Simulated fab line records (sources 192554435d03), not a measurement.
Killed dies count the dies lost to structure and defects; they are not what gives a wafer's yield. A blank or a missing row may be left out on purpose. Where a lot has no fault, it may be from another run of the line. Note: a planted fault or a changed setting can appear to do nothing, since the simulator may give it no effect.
fab line records	flow n5Finfet
[record] lots = 14	wafers = 41	lastDay = 20
route steps=1938 shown SD_EPI_N@279 SD_EPI_P@305 SD_ACTIVATION@332 BEOL_M4@1111
lots untouched by any fault: they come from a run of this same line in which no faults occurred
startH: hours from the record's opening day to when the first of the lot's shown wafers began	waitH: hours from the lot's prior step to this one	" unchanged from the row above	L1.1+2: one row covering several wafers at once	- no value, or no start given	* or withheld: withheld	< > ~ a bound
route shown NAME@n: NAME is a module with steps in the file, n the number in the route of the first one	usual: mean/standard deviation of fault-free wafers	same: alike in all rows	chamber/n: place in a boat	sites: each site's reading	_std_site: standard deviation of those values	_edge_site: outer sites' mean less inner sites'	radiusMm: how far each site lies from the wafer's centre	mask NAME#n: copy n	behind: the last tool/chamber to shape the wafer	hold: reason for holding the lot/hours on hold/outcome of the hold	device: names the non-switching transistor (n, p or np)	end of line: the route-end tests of the same wafers	for a step that has no rows: nothing shown but its recipe	killed: dies that structure and defects cost at the first sort, which is not the same as the wafer's yield	map: shows each die of a wafer: x if killed, . if not, _ if none is there
set.NAME: the setting as run; set.NAME@STEP: as run at that earlier step	model.NAME: the simulator's own value behind a step, which no gauge read
the route's steps for a sample of lots (tables are steps, rows are wafers)
services: a tool's chamber out of use, with start hour (startH, from the record's first day; less than 0 if before it), hours out, and reason
[[steps]]
[step N5_SD_EPI_N_ETCH_16]
[recipe] chemistry = CHF3/O2	target = SiO2	targetDepthA = 50	maskMaterial = SOC	pressureMtorr = 30	sourceW = 650	biasW = 170	Ar_flow_sccm = 200	CHF3_flow_sccm = 50	O2_flow_sccm = 5	ionEnergyEv = 200
[usual] drypumpMotorCurrentA = 5.7/0.45	oesProductAu = 0.79/0.092	rfVppV = 522/10	showerheadPlenumPTorr = 2.42/0.095	throttleValvePct = 18.83/0.18
lot.wafer	tool	chamber	startH	waitH	drypumpMotorCurrentA	oesProductAu	rfHoursCounterH	rfVppV	showerheadPlenumPTorr	throttleValvePct
L361.2	rieDiel-04	0	56.26	0.1	5.7	0.69	229	525	2.27	18.83
L361.4	"	2	"	"	5.7	0.91	-	515	2.39	18.66
L361.6	"	2	"	"	5.7	0.92	-	515	2.39	18.68
L365.1	rieDiel-04	1	79.24	0.1	6.4	0.72	197	507	2.48	19.01
L365.2	"	2	"	"	5.7	0.89	26	514	2.38	18.69
L366.1	rieDiel-02	1	89.14	0.1	5.7	0.83	101	523	2.34	18.75
L366.3	"	3	"	"	5.7	0.71	203	527	2.50	18.79
L366.6	"	2	"	"	5.9	0.71	-	505	2.29	19.12
L371.1	rieDiel-04	3	115.30	0.1	5.8	0.78	129	520	2.43	18.79
L371.2	"	1	"	"	6.4	0.73	208	506	2.48	19.06
L371.6	"	2	"	"	5.7	0.88	-	514	2.38	18.72
L373.3	rieDiel-02	1	128.44	0.1	5.7	0.79	115	525	2.34	18.80
L373.5	"	1	"	"	5.7	0.80	-	523	2.34	18.77
L373.6	"	2	"	"	5.9	0.69	-	504	2.29	19.14
L374.1	rieDiel-02	3	132.69	0.1	5.6	0.70	218	525	2.50	18.81
L374.2	"	0	"	"	5.3	0.74	169	516	2.42	18.79
L374.5	"	2	"	"	5.9	0.70	-	507	2.29	19.16
L376.2	rieDiel-02	2	145.04	0.1	5.9	0.70	211	505	2.29	19.16
L376.3	"	3	"	"	5.6	0.70	222	525	2.50	18.81
L376.4	"	1	"	"	5.7	0.80	121	524	2.34	18.78
L377.3	rieDiel-01	3	150.46	0.1	4.9	0.87	45	517	2.54	18.54
L377.5	"	3	"	"	4.9	0.87	-	518	2.54	18.54
L377.6	"	0	"	"	4.9	0.73	-	533	2.40	19.00
L378.2	rieDiel-04	2	157.16	0.1	5.8	0.85	57	514	2.37	18.74
L378.5	"	2	"	"	5.8	0.85	-	515	2.37	18.75
L378.6	"	3	"	"	5.8	0.77	-	520	2.43	18.84
L379.1	rieDiel-01	2	163.24	0.1	6.4	0.89	41	539	2.57	18.77
L379.4	"	3	"	"	4.9	0.87	49	516	2.53	18.56
L379.5	"	1	"	"	5.3	0.70	-	528	2.36	19.00
L380.1	rieDiel-02	3	168.33	0.1	5.6	0.69	229	525	2.49	18.83
L380.5	"	2	"	"	5.9	0.69	-	504	2.28	19.17
L380.6	"	3	"	"	5.6	0.68	-	526	2.49	18.83
L381.2	rieDiel-01	1	174.27	0.1	5.3	0.70	244	528	2.36	19.03
L381.3	"	0	"	"	4.9	0.73	192	534	2.40	18.99
L381.5	"	2	"	"	6.4	0.87	-	538	2.56	18.80
L382.1	rieDiel-04	3	185.77	0.1	5.8	0.75	160	521	2.42	18.84
L382.3	"	0	"	"	5.7	0.94	19	535	2.54	18.53
L382.5	"	2	"	"	5.7	0.84	-	513	2.37	18.76
L383.1	rieDiel-04	3	188.75	0.1	5.8	0.75	161	518	2.42	18.85
L383.2	"	0	"	"	5.8	0.94	21	535	2.54	18.54
L383.3	"	2	"	"	5.8	0.84	68	514	2.36	18.77
[step N5_SD_EPI_N_STRIP_38]
[recipe] chemistry = N2/H2	powerW = 1000	tempC = 250	h2Frac = 0.65	overashFraction = 0.3	pressureMtorr = withheld	n2FlowSccm = 1750	h2FlowSccm = 3250
[usual] drypumpMotorCurrentA = 5.7/0.34	heaterPowerW = 317/37	oesProductAu = 0.761/0.0096
lot.wafer	tool	chamber	startH	waitH	drypumpMotorCurrentA	heaterPowerW	oesProductAu	rfHoursCounterH
L361.2	plasmaAsher-01	0	56.45	0.1	5.2	372	0.757	32
L361.4	"	1	"	"	5.6	254	0.760	-
L361.6	"	1	"	"	5.6	261	0.754	-
L365.1	plasmaAsher-02	1	79.40	0.1	5.8	308	0.766	89
L365.2	"	0	"	"	6.2	328	0.741	89
L366.1	plasmaAsher-02	1	89.30	0.1	5.8	311	0.766	92
L366.3	"	0	"	"	6.1	326	0.765	-
L366.6	"	0	"	"	6.1	329	0.752	-
L371.1	plasmaAsher-02	0	115.47	0.1	6.1	330	0.762	96
L371.2	"	1	"	"	5.8	316	0.744	96
L371.6	"	1	"	"	5.8	304	0.762	-
L373.3	plasmaAsher-01	0	128.82	0.3	5.2	358	0.771	-
L373.5	"	1	"	"	5.6	262	0.748	-
L373.6	"	0	"	"	5.2	361	0.761	-
L374.1	plasmaAsher-01	1	132.86	0.1	5.6	265	0.752	46
L374.2	"	0	"	"	5.2	371	0.765	46
L374.5	"	1	"	"	5.6	257	0.762	-
L376.2	plasmaAsher-02	0	145.24	0.1	6.1	328	0.749	103
L376.3	"	0	"	"	6.2	331	0.756	-
L376.4	"	1	"	"	5.9	314	0.764	-
L377.3	plasmaAsher-01	0	150.64	0.1	5.2	367	0.767	-
L377.5	"	1	"	"	5.6	255	0.760	-
L377.6	"	0	"	"	5.2	360	0.756	-
L378.2	plasmaAsher-01	1	157.33	0.1	5.6	259	0.765	50
L378.5	"	0	"	"	5.2	370	0.754	-
L378.6	"	1	"	"	5.7	268	0.763	-
L379.1	plasmaAsher-02	1	163.40	0.1	5.8	314	0.745	107
L379.4	"	0	"	"	6.1	324	0.764	-
L379.5	"	1	"	"	5.8	317	0.768	-
L380.1	plasmaAsher-02	1	168.51	0.1	5.8	308	0.764	108
L380.5	"	0	"	"	6.2	336	0.752	-
L380.6	"	1	"	"	5.8	310	0.765	-
L381.2	plasmaAsher-01	1	174.44	0.1	5.6	258	0.740	54
L381.3	"	0	"	"	5.2	366	0.765	-
L381.5	"	1	"	"	5.6	253	0.767	-
L382.1	plasmaAsher-01	1	185.94	0.1	5.7	250	0.768	55
L382.3	"	0	"	"	5.2	364	0.755	-
L382.5	"	0	"	"	5.2	374	0.770	-
L383.1	plasmaAsher-01	0	188.92	0.1	5.2	365	0.765	56
L383.2	"	1	"	"	5.7	258	0.773	56
L383.3	"	1	"	"	5.6	262	0.769	-
[step N5_SD_EPI_P_INSPECT_11]
[recipe] mode = adi	inspectInstrument = macro
[usual] rawDefectCount = 2.0/1.3
lot.wafer	tool	chamber	startH	waitH	rawDefectCount
L361.2	defectInspect-01	-	60.07	0.0	1
L361.4	"	-	"	"	3
L361.6	"	-	"	"	1
L365.1	defectInspect-01	-	83.73	0.0	3
L365.2	"	-	"	"	1
L366.1	defectInspect-02	-	94.09	0.0	0
L366.3	"	-	"	"	3
L366.6	"	-	"	"	2
L371.1	defectInspect-01	-	118.96	0.0	0
L371.2	"	-	"	"	3
L371.6	"	-	"	"	5
L373.3	defectInspect-01	-	132.42	0.0	3
L373.5	"	-	"	"	2
L373.6	"	-	"	"	3
L374.1	defectInspect-02	-	137.10	0.0	3
L374.2	"	-	"	"	0
L374.5	"	-	"	"	2
L376.2	defectInspect-02	-	148.87	0.0	2
L376.3	"	-	"	"	4
L376.4	"	-	"	"	1
L377.3	defectInspect-02	-	154.25	0.0	0
L377.5	"	-	"	"	2
L377.6	"	-	"	"	1
L378.2	defectInspect-01	-	160.99	0.0	2
L378.5	"	-	"	"	3
L378.6	"	-	"	"	2
L379.1	defectInspect-02	-	166.90	0.0	3
L379.4	"	-	"	"	4
L379.5	"	-	"	"	4
L380.1	defectInspect-02	-	172.15	0.0	5
L380.5	"	-	"	"	1
L380.6	"	-	"	"	0
L381.2	defectInspect-01	-	178.07	0.0	2
L381.3	"	-	"	"	1
L381.5	"	-	"	"	1
L382.1	defectInspect-01	-	189.62	0.0	2
L382.3	"	-	"	"	0
L382.5	"	-	"	"	4
L383.1	defectInspect-02	-	192.86	0.0	1
L383.2	"	-	"	"	4
L383.3	"	-	"	"	1
[step N5_SD_EPI_P_EPI_21]
[recipe] material = SiGe:B	dopant = B	tempC = 550	pressureTorr = 20	ambient = H2	timeS = 355
[usual] epiGrowthTimeS = 355/0	susceptor_temp_C_max = 551.3/0.44
lot.wafer	tool	chamber	startH	waitH	epiGrowthTimeS	susceptor_temp_C_max
L361.2	epiRpcvd-04	0	62.03	0.5	355	551.4
L361.4	"	0	"	"	355	550.8
L361.6	"	0	"	"	355	551.0
L365.1	epiRpcvd-04	0	85.14	0.1	355	551.5
L365.2	"	0	"	"	637.92	550.8
L366.1	epiRpcvd-03	0	95.47	0.1	355	551.0
L366.3	"	0	"	"	355	550.9
L366.6	"	0	97.27	1.8	355	550.9
L371.1	epiRpcvd-04	0	120.67	0.1	355	551.2
L371.2	"	0	"	"	637.92	551.0
L371.6	"	0	122.47	1.8	355	551.1
L373.3	epiRpcvd-02	0	134.75	0.8	355	552.2
L373.5	"	0	"	"	355	551.7
L373.6	"	0	"	"	355	552.0
L374.1	epiRpcvd-03	0	138.48	0.1	355	551.2
L374.2	"	0	"	"	355	551.5
L374.5	"	0	139.92	1.5	355	551.1
L376.2	epiRpcvd-03	0	151.51	0.6	355	551.4
L376.3	"	0	"	"	355	551.5
L376.4	"	0	"	"	355	551.5
L377.3	epiRpcvd-02	0	156.35	0.8	355	551.6
L377.5	"	0	"	"	355	551.4
L377.6	"	0	"	"	355	550.9
L378.2	epiRpcvd-02	0	162.73	0.5	355	551.7
L378.5	"	0	163.81	1.5	355	551.6
L378.6	"	0	"	"	355	551.3
L379.1	epiRpcvd-02	0	168.61	0.1	355	552.0
L379.4	"	0	169.69	1.1	355	551.8
L379.5	"	0	"	"	355	551.5
L380.1	epiRpcvd-03	0	173.73	0.1	355	551.5
L380.5	"	0	175.17	1.5	355	550.6
L380.6	"	0	"	"	355	550.9
L381.2	epiRpcvd-04	0	179.81	0.5	355	551.2
L381.3	"	0	"	"	355	551.2
L381.5	"	0	"	"	355	551.3
L382.1	epiRpcvd-04	0	191.01	0.1	355	550.7
L382.3	"	0	"	"	355	551.3
L382.5	"	0	"	"	355	550.8
L383.1	epiRpcvd-02	0	194.24	0.1	355	552.0
L383.2	"	0	"	"	355	551.7
L383.3	"	0	"	"	355	551.5
[step N5_SD_EPI_P_EPI_MEAS_23]
[recipe] mode = xrd
[usual] thkNm = 60.9/1.2
lot.wafer	tool	chamber	startH	waitH	thkNm
L361.2	filmMetro-01	-	63.89	1.5	59.6
L361.4	"	-	"	"	60.2
L361.6	"	-	"	"	61.6
L365.1	filmMetro-01	-	87.35	1.9	61.5
L365.2	"	-	"	"	87.0
L366.1	filmMetro-01	-	97.67	1.8	61.2
L366.3	"	-	"	"	61.8
L366.6	"	-	"	"	58.8
L371.1	filmMetro-01	-	122.87	1.8	58.4
L371.2	"	-	"	"	88.1
L371.6	"	-	"	"	58.4
L373.3	filmMetro-01	-	136.23	1.1	61.2
L373.5	"	-	"	"	60.8
L373.6	"	-	"	"	60.4
L374.1	filmMetro-01	-	140.70	1.9	62.7
L374.2	"	-	"	"	59.2
L374.5	"	-	"	"	62.9
L376.2	filmMetro-02	-	153.95	2.0	61.0
L376.3	"	-	"	"	60.5
L376.4	"	-	"	"	60.2
L377.3	filmMetro-01	-	157.82	1.1	59.7
L377.5	"	-	"	"	62.8
L377.6	"	-	"	"	62.6
L378.2	filmMetro-01	-	164.57	1.5	59.8
L378.5	"	-	"	"	59.6
L378.6	"	-	"	"	60.8
L379.1	filmMetro-01	-	170.81	1.8	62.2
L379.4	"	-	"	"	63.1
L379.5	"	-	"	"	60.5
L380.1	filmMetro-01	-	175.92	1.8	61.4
L380.5	"	-	"	"	62.5
L380.6	"	-	"	"	61.2
L381.2	filmMetro-01	-	181.65	1.5	60.2
L381.3	"	-	"	"	60.0
L381.5	"	-	"	"	58.7
L382.1	filmMetro-01	-	193.21	1.8	62.1
L382.3	"	-	"	"	60.3
L382.5	"	-	"	"	61.1
L383.1	filmMetro-02	-	196.44	1.8	60.3
L383.2	"	-	"	"	60.5
L383.3	"	-	"	"	60.9
[step N5_SD_ACTIVATION_RS_MEAS_03]
[recipe] thkMeasGauge = four-point-probe
[usual] RS_SD_N = 21.9/0.31	RS_SD_P = 56.1/0.95
lot.wafer	tool	chamber	startH	waitH	RS_SD_N[ohm/sq]	RS_SD_P[ohm/sq]
L361.2	filmMetro-01	-	64.51	0.2	22.3	56.3
L361.4	"	-	"	"	22.3	56.7
L361.6	"	-	"	"	22.2	55.4
L365.1	filmMetro-01	-	88.21	0.2	22.0	55.5
L365.2	"	-	"	"	22.2	37.8
L366.1	filmMetro-02	-	98.27	0.2	21.5	55.2
L366.3	"	-	"	"	21.8	55.2
L366.6	"	-	"	"	22.1	55.1
L371.1	filmMetro-01	-	123.63	0.2	21.9	58.0
L371.2	"	-	"	"	22.1	39.3
L371.6	"	-	"	"	21.6	57.7
L373.3	filmMetro-02	-	136.89	0.2	21.6	54.9
L373.5	"	-	"	"	21.6	54.8
L373.6	"	-	"	"	21.3	55.2
L374.1	filmMetro-01	-	142.37	0.2	21.9	56.0
L374.2	"	-	"	"	22.0	56.5
L374.5	"	-	"	"	21.8	56.8
L376.2	filmMetro-02	-	154.57	0.2	21.7	56.6
L376.3	"	-	"	"	21.5	56.2
L376.4	"	-	"	"	21.6	56.3
L377.3	filmMetro-02	-	158.47	0.2	22.2	56.3
L377.5	"	-	"	"	21.8	54.6
L377.6	"	-	"	"	22.1	55.4
L378.2	filmMetro-02	-	165.31	0.2	22.6	56.2
L378.5	"	-	"	"	22.5	56.6
L378.6	"	-	"	"	22.1	56.8
L379.1	filmMetro-02	-	171.42	0.2	21.8	55.5
L379.4	"	-	"	"	21.5	54.9
L379.5	"	-	"	"	21.8	54.9
L380.1	filmMetro-02	-	176.53	0.2	21.8	56.1
L380.5	"	-	"	"	22.1	56.0
L380.6	"	-	"	"	21.9	56.6
L381.2	filmMetro-01	-	182.35	0.2	21.5	56.0
L381.3	"	-	"	"	21.5	56.2
L381.5	"	-	"	"	21.2	57.1
L382.1	filmMetro-02	-	193.81	0.2	22.2	55.3
L382.3	"	-	"	"	22.3	55.5
L382.5	"	-	"	"	21.9	56.0
L383.1	filmMetro-02	-	197.06	0.2	21.2	57.3
L383.2	"	-	"	"	21.7	57.8
L383.3	"	-	"	"	21.2	58.0
[step N5_BEOL_M4_RC_MEAS_101]
[usual] DIBL_N = 36.7/1.8	DIBL_P = 37.0/2.4	IOFF_N = 0.17/0.036	IOFF_P = 0.22/0.042	ION_N = 673/12	ION_P = 462/8.5	REXT_P = 100.4/2.2	RS_SD_P = 65.8/1	SS_N = 71.7/0.62	SS_P = 73.4/0.65	VT_N = 250/3.7	VT_P = -250/3.7
lot.wafer	tool	chamber	startH	waitH	DIBL_N[mV/V]	DIBL_P[mV/V]	IOFF_N[nA/um]	IOFF_P[nA/um]	ION_N[uA/um]	ION_P[uA/um]	REXT_P[ohm.um]	RS_SD_P[ohm/sq]	SS_N[mV/dec]	SS_P[mV/dec]	VT_N[mV]	VT_P[mV]
L361.2	prober-02	0	188.56	0.2	38.5	39.0	0.19	0.25	671	461	101.5	66.0	71.5	73.3	250	-250
L361.4	"	0	"	"	38.2	39.0	0.21	0.24	675	460	101.0	66.2	71.9	74.6	245	-250
L361.6	"	0	"	"	37.8	37.4	0.19	0.22	667	457	102.9	65.3	72.0	73.4	250	-249
L365.1	prober-01	0	204.56	0.0	37.7	38.4	0.17	0.21	670	455	99.6	65.6	72.2	73.5	251	-253
L365.2	"	0	"	"	34.6	34.7	0.13	0.19	671	468	94.1	44.7	71.1	72.0	252	-250
L366.1	prober-01	0	233.22	0.0	35.5	35.9	0.15	0.21	669	461	98.2	64.7	71.5	72.5	248	-252
L366.3	"	0	"	"	36.9	37.3	0.17	0.22	669	460	96.8	65.5	72.1	73.8	250	-252
L366.6	"	0	"	"	39.9	40.9	0.24	0.27	687	463	98.4	65.4	73.2	74.7	244	-250
L371.1	prober-02	0	237.03	0.0	37.4	38.1	0.18	0.23	675	459	102.7	67.1	71.5	74.1	248	-251
L371.2	"	0	"	"	36.3	37.2	0.16	0.27	687	485	94.7	46.3	71.8	73.4	249	-244
L371.6	"	0	"	"	37.2	36.4	0.16	0.21	689	470	102.0	66.9	71.9	73.1	248	-250
L373.3	prober-01	0	271.27	0.3	34.9	37.2	0.14	0.22	669	465	97.2	64.1	70.8	73.9	252	-251
L373.5	"	0	"	"	35.1	36.2	0.13	0.19	664	460	98.2	64.3	71.2	74.0	255	-253
L373.6	"	0	"	"	34.5	36.0	0.13	0.19	674	463	97.2	64.6	71.3	73.4	250	-253
L376.2	prober-02	0	272.55	0.2	34.4	35.6	0.13	0.18	669	461	99.8	67.0	69.5	72.7	251	-253
L376.3	"	0	"	"	36.2	37.1	0.15	0.22	677	474	98.8	66.5	71.6	73.1	249	-247
L376.4	"	0	"	"	34.7	35.4	0.13	0.18	654	457	99.0	66.1	71.0	73.0	251	-251
L374.1	prober-01	0	280.22	0.0	36.7	38.6	0.16	0.23	667	458	98.2	66.0	71.5	74.3	250	-251
L374.2	"	0	"	"	35.1	35.9	0.14	0.18	662	453	99.5	65.3	72.0	74.2	252	-257
L374.5	"	0	"	"	37.1	38.7	0.19	0.23	691	466	99.6	65.4	71.7	74.5	245	-253
L377.3	prober-02	0	282.98	0.3	39.3	41.1	0.23	0.29	690	478	100.7	66.5	71.9	73.8	243	-244
L377.5	"	0	"	"	40.1	41.8	0.24	0.32	694	473	100.2	63.9	72.3	74.4	243	-242
L377.6	"	0	"	"	37.9	40.0	0.21	0.28	692	478	99.1	65.5	72.5	74.2	243	-242
L378.2	prober-02	0	287.12	0.2	38.5	35.5	0.19	0.22	677	463	101.9	66.3	73.4	73.6	249	-246
L378.5	"	0	"	"	36.2	32.7	0.14	0.17	662	453	101.9	66.8	71.1	72.6	253	-251
L378.6	"	0	"	"	35.7	33.9	0.16	0.20	686	471	99.5	67.0	71.4	72.8	250	-249
L380.1	prober-01	0	300.55	0.0	35.7	34.9	0.15	0.19	678	461	102.2	64.4	71.4	73.1	251	-249
L380.5	"	0	"	"	36.7	36.2	0.17	0.22	686	464	101.1	64.5	71.0	73.8	250	-249
L380.6	"	0	"	"	32.1	30.0	0.10	0.14	662	456	102.6	65.9	70.7	72.4	256	-255
L379.1	prober-02	0	300.73	0.0	39.0	38.1	0.20	0.21	679	459	100.2	65.5	72.0	72.6	248	-252
L379.4	"	0	"	"	38.3	37.9	0.18	0.22	678	469	100.0	64.4	72.0	73.0	247	-251
L379.5	"	0	"	"	39.3	38.2	0.21	0.22	677	456	100.0	64.7	72.1	73.0	248	-249
L381.2	prober-02	0	302.50	0.2	38.1	36.4	0.17	0.25	687	471	99.0	66.0	71.4	73.9	247	-248
L381.3	"	0	"	"	39.6	38.4	0.20	0.29	671	462	98.0	65.4	72.5	73.2	250	-247
L381.5	"	0	"	"	37.0	35.7	0.15	0.23	683	470	100.0	66.4	70.7	73.3	249	-248
L382.1	prober-02	0	330.73	0.0	37.6	38.4	0.18	0.24	684	467	100.5	65.5	72.0	72.7	248	-250
L382.3	"	0	"	"	36.9	37.5	0.16	0.22	671	460	100.7	65.3	71.8	73.1	249	-254
L382.5	"	0	"	"	36.6	37.7	0.16	0.23	676	469	100.7	65.6	71.8	73.9	249	-251
L383.1	prober-01	0	355.73	0.0	36.6	36.4	0.15	0.19	669	454	98.9	67.1	71.8	72.8	251	-252
L383.2	"	0	"	"	36.8	35.9	0.16	0.20	682	464	100.0	67.7	71.9	73.6	248	-253
L383.3	"	0	"	"	35.9	35.0	0.14	0.18	670	455	99.6	67.9	71.6	73.4	251	-254
[[services]]
tool	chamber	startH	hours	kind
rieDiel-04	1	50.04	6.2	repair
rieDiel-04	3	51.04	30.3	repair
rieDiel-02	0	51.06	16.0	repair
rieDiel-02	3	53.76	2.0	repair
rieDiel-01	2	69.28	5.1	repair
plasmaAsher-01	-	71.98	14.6	pm
rieDiel-01	-	76.56	0.6	repair
rieDiel-04	1	107.92	4.6	repair
rieDiel-04	0	112.71	-	clean
rieDiel-04	0	112.71	-	consumableReplace:focusRing
rieDiel-04	0	112.71	-	consumableReplace:showerhead
rieDiel-04	0	112.71	17.8	scheduledDown
rieDiel-04	0	112.71	17.8	ventCycle
plasmaAsher-01	-	138.79	1.2	repair
epiRpcvd-04	-	147.42	0.7	repair
rieDiel-04	2	158.20	4.0	repair
rieDiel-04	1	175.91	66.9	repair
epiRpcvd-03	-	184.25	4.7	repair
epiRpcvd-04	-	187.36	0.7	repair
rieDiel-01	1	192.52	-	clean
rieDiel-01	1	192.52	-	consumableReplace:focusRing
[[key]]
[firstSign] step = N5_SD_EPI_P_EPI_21	reading = epiGrowthTimeS	direction = up	sigmas = 99+	usual = *	struck = *
[effect] step = N5_SD_EPI_P_EPI_MEAS_23	reading = thkNm	direction = up	sigmas = 22	usual = *	struck = *
[effect] step = N5_SD_ACTIVATION_RS_MEAS_03	reading = RS_SD_P	direction = down	sigmas = 19	usual = 56.1	struck = 38.6
[effect] step = N5_BEOL_M4_RC_MEAS_101	reading = RS_SD_P	direction = down	sigmas = 20	usual = 65.8	struck = 45.5
[effect] step = N5_BEOL_M4_RC_MEAS_101	reading = REXT_P	direction = down	sigmas = 2.7	usual = 100.4	struck = 94.4
metAt N5_SD_EPI_P_EPI_21
struckLots L365,L371
struckWafers L365.2,L371.2
sortLeftOut L365.2,L371.2
notActingAt N5_SD_EPI_N_ETCH_16,N5_SD_EPI_N_STRIP_38,N5_SD_EPI_P_INSPECT_11
onsetBetween 62.03 85.14
[fault] kind = processParameterDrift	tool = epiRpcvd-04	chamber = -	onsetH = 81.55	steps = N5_SD_EPI_P_EPI_21	channel = epiGrowthTimeS	offset = *	shape = step	endH = 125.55	scope = struckWafersOnly	stated = *
// sortLeftOut: the simulated sort isn't trusted on such a fault, so these wafers' sort isn't shown, and their yield isn't known
